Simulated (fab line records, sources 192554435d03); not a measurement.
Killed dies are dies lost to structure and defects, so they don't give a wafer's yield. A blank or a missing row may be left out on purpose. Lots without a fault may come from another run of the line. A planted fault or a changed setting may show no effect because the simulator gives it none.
One fault seen from 3 desks | flow n5_finfet | each desk has only its own numbers; what lay behind them comes last

THE METROLOGY DESK
What the gauges read, lot by lot, whatever tool the lot ran on: means of the sampled wafers that have a number. A lot is out of limits, marked OUT, if its mean lies more than 4 standard deviations from the usual mean; the brackets give that distance. Of its 12 readings 7 are shown: those that lie furthest out on some lot.
Columns: A = M4_OVL at N5_BEOL_M4_OVL_MEAS_12, usual 0.1 nm; B = DIBL_N at N5_BEOL_M4_RC_MEAS_101, usual 36.4 mV/V; C = DIBL_P at N5_BEOL_M4_RC_MEAS_101, usual 36 mV/V; D = SS_N at N5_BEOL_M4_RC_MEAS_101, usual 71.5 mV/dec; E = SS_P at N5_BEOL_M4_RC_MEAS_101, usual 73.3 mV/dec; F = VT_N at N5_BEOL_M4_RC_MEAS_101, usual 250 mV; G = VT_P at N5_BEOL_M4_RC_MEAS_101, usual -251 mV
lot  | first seen here | A    | B    | C  | D    | E    | F   | G
L981 | day 8 01:05     | 0.0  | 36.6 | 37 | 71.8 | 73.4 | 244 | -244
L982 | day 9 05:53     | 0.3  | 36.1 | 35 | 71.5 | 72.7 | 249 | -250
L990 | day 10 14:54    | -0.5 | 30.5 | 30 | 69.9 | 71.9 | 252 | -256
L989 | day 10 16:16    | -1.1 | 35.5 | 36 | 71.0 | 73.5 | 250 | -248
L997 | day 12 11:20    | 0.0  | 37.5 | 37 | 71.3 | 74.1 | 248 | -248
L998 | day 13 02:16    | 0.1  | 39.9 | 39 | 72.1 | 73.9 | 244 | -248
L999 | day 13 14:40    | 0.1  | 39.0 | 40 | 72.3 | 74.0 | 246 | -247
This desk's finding: nothing out of limits on any of the 7 lots.

THE DEFECT DESK
What the inspections along the route counted, lot by lot: means of the sampled wafers that have a number. A lot is out of limits, marked OUT, if its mean lies more than 4 standard deviations from the usual mean; the brackets give that distance.
Columns: A = raw_defect_count at N5_BEOL_M4_INSPECT_13, usual 425
lot  | first seen here | A
L981 | day 8 01:11     | 360
L982 | day 9 05:59     | 399
L990 | day 10 14:59    | 566
L989 | day 10 16:22    | 286
L997 | day 12 11:25    | 446
L998 | day 13 02:21    | 393
L999 | day 13 14:46    | 423
This desk's finding: nothing out of limits on any of the 7 lots.

THE TOOL OWNER'S DESK: rie_metal-03
The tool's own readings at N5_BEOL_M4_HM_OPEN_17 (chemistry Cl2/BCl3, target TiN, target depth 20 nm, overetch 6 nm): means of the sampled wafers that have a number, for each lot that ran on this tool. A lot is out of limits, marked OUT, if its mean lies more than 4 standard deviations from the usual mean; the brackets give that distance.
Columns: A = drypump_motor_current_A at N5_BEOL_M4_HM_OPEN_17, usual 5.8 A; B = oes_product_au at N5_BEOL_M4_HM_OPEN_17, usual 0.66 a.u.; C = throttle_valve_pct at N5_BEOL_M4_HM_OPEN_17, usual 22.1 %
lot  | first seen here | A   | B    | C
L982 | day 9 06:36     | 5.8 | 0.65 | 22.3
L990 | day 10 15:51    | 5.7 | 0.64 | 22.4
L989 | day 10 16:38    | 5.7 | 0.64 | 22.4
L997 | day 12 11:52    | 5.8 | 0.65 | 22.3
This desk's finding: nothing out of limits on any of the 4 lots.

PUT TOGETHER
The metrology desk saw nothing out of limits.
The defect desk saw nothing out of limits.
The tool owner's desk saw nothing out of limits.

WHAT THE SIMULATOR HAD PUT IN
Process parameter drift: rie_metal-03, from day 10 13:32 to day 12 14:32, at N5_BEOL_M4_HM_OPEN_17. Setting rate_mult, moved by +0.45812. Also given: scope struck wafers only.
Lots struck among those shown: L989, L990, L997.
